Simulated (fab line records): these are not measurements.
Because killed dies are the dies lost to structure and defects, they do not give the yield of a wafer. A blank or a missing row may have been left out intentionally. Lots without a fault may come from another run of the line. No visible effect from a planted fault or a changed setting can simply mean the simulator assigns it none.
Comparing a struck lot with a sound one / flow nand_harc / 14 out of 1302 route steps
Sound: wafers L332.2, L332.4, L332.6. Struck: wafer L342.5 (left out: L342.3, L342.4 of the same lot, which were not struck); the cause appears at the end.
At each step with rows: each side's tool, then ch and its chambers, then its first start. Under that, the readings that differ: sound wafers / struck wafers / difference of the means / sigmas: that difference in standard deviations of wafers without a fault.
alike: same words and numbers on both sides, and readings whose means sit less than 2 such deviations apart. not compared: any withheld reading, any reading some wafer has no value for, any bound like >300 that may hide the same value, and any number with overlapping values for which the record gives no deviation.
Wherever a step has rows on one side only, a row that says differs or no value, or a row with sigmas, the two part there. Numbers that have no deviation but don't overlap get no sigmas and don't part them. Lack of a reading on every wafer of one side parts them only where that side has two or more wafers.

first, 9 steps without rows for these wafers: NHARC_THIN_TSV_PVD_24 (deposits Al, target thk 800 nm); NHARC_THIN_TSV_DEHYDRATE_25 (time 120 s); NHARC_THIN_TSV_HMDS_26 (time 30 s); NHARC_THIN_TSV_COAT_27; NHARC_THIN_TSV_SOFTBAKE_28 (time 95 s); NHARC_THIN_TSV_EBR_29; NHARC_THIN_TSV_EXPOSE_30 (exposes mask PAD); NHARC_THIN_TSV_PEB_31 (peb time 85 s); NHARC_THIN_TSV_DEVELOP_32 (time 70 s).
NHARC_THIN_TSV_CD_MEAS_33 targets a cd of 5000 nm.
  sound on cd_sem-03 ch 0, day 26 11:48; struck on cd_sem-03 ch 0, day 31 00:53
  alike: cd_nm
then, 1 step without rows for these wafers: NHARC_THIN_TSV_HARDBAKE_34 (time 80 s).
NHARC_THIN_TSV_DESCUM_35: chemistry O2, time 3 s.
  sound on rie_diel-05 ch 0,3, day 26 11:58; struck on rie_diel-05 ch 0, day 31 01:03
  alike: drypump_motor_current_A, oes_product_au, rf_vpp_V, showerhead_plenum_p_Torr, throttle_valve_pct
  not compared: rf_hours_counter_h
NHARC_THIN_TSV_ETCH_59: etches the open film in Cl2/BCl3, target depth 880 nm, time 138.1 s.
  sound on rie_metal-01 ch 0, day 26 12:07; struck on rie_metal-01 ch 1, day 31 01:16
reading=oes_product_au (a.u.); sound=1.023 1.029 1.012; struck=0.921; difference=-0.100; sigmas=-7
  alike: drypump_motor_current_A, mfc_cl2_sccm, throttle_valve_pct
  not compared: rf_hours_counter_h
NHARC_THIN_TSV_ETCH_36: etches the open film in Cl2/BCl3, target depth 65 nm, time 18.571 s.
  sound on rie_metal-01 ch 1, day 26 12:21; struck on rie_metal-01 ch 0, day 31 01:32
  alike: drypump_motor_current_A, oes_product_au
  not compared: rf_hours_counter_h

WHERE THEY PART
Within this record, at NHARC_THIN_TSV_ETCH_59 only. Later steps at which nothing parts them and some readings are alike: NHARC_THIN_TSV_ETCH_36.

WHY: the cause the simulator had injected
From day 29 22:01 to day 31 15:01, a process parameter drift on rie_metal-01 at NHARC_THIN_TSV_ETCH_59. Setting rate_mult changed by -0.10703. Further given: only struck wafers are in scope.
